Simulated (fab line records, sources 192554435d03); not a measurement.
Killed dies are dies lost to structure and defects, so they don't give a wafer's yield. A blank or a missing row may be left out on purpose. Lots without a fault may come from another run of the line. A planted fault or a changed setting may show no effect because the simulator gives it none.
Chamber matching | flow n5_finfet | N5_GATE_CUT_CMP_43 on cmp-01: 4 sister chambers
The step polishes SiO2. 8 wafers are shown with their chamber, then 11 later ones without.

WAFERS WITH THEIR CHAMBER
wafer  | chamber | motor_current_A (A)
L080.1 | 3       | 13.3
L081.2 | 1       | 12.9
L081.3 | 3       | 13.1
L081.6 | 1       | 13.4
L085.1 | 0       | 11.5
L085.3 | 2       | 11.3
L085.5 | 0       | 11.1
L087.1 | 2       | 11.3

WAFERS WITHOUT THEIR CHAMBER
wafer  | motor_current_A (A)
L087.5 | 11.9
L087.6 | 12.8
L091.2 | 11.1
L091.3 | 11.1
L091.5 | 11.3
L095.1 | 13.1
L095.5 | 12.0
L095.6 | 12.9
L097.3 | 12.9
L097.4 | 11.7
L097.6 | 11.9

WHICH CHAMBER EACH WENT THROUGH
wafer  | from the rows above          | in truth
L087.5 | can't be placed: 0 or 2      | 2
L087.6 | can't be placed: 1 or 3      | 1
L091.2 | can't be placed: 0 or 2      | 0
L091.3 | can't be placed: 0 or 2      | 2
L091.5 | can't be placed: 0 or 2      | 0
L095.1 | can't be placed: 1 or 3      | 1
L095.5 | can't be placed: 0 or 2 or 1 | 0
L095.6 | can't be placed: 1 or 3      | 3
L097.3 | can't be placed: 1 or 3      | 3
L097.4 | can't be placed: 0 or 2      | 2
L097.6 | can't be placed: 0 or 2      | 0
Placed correctly: 0 of 11. Can't be placed from these rows: 11 (the true chamber is among the candidates in 11). Placed wrongly: 0.
How it was worked out, from the rows above alone: a wafer's distance from a chamber is the root of the sum, over the readings, of the square of ((its reading less the chamber's mean) divided by the reading's scatter). The wafer belongs to the nearest chamber; if the next one is less than 2 further off, it can't be placed. A chamber's mean is the mean of its shown wafers. The scatter: the root of (the sum of the squares of (reading less its chamber's mean) over the shown wafers, divided by (wafers less chambers)).
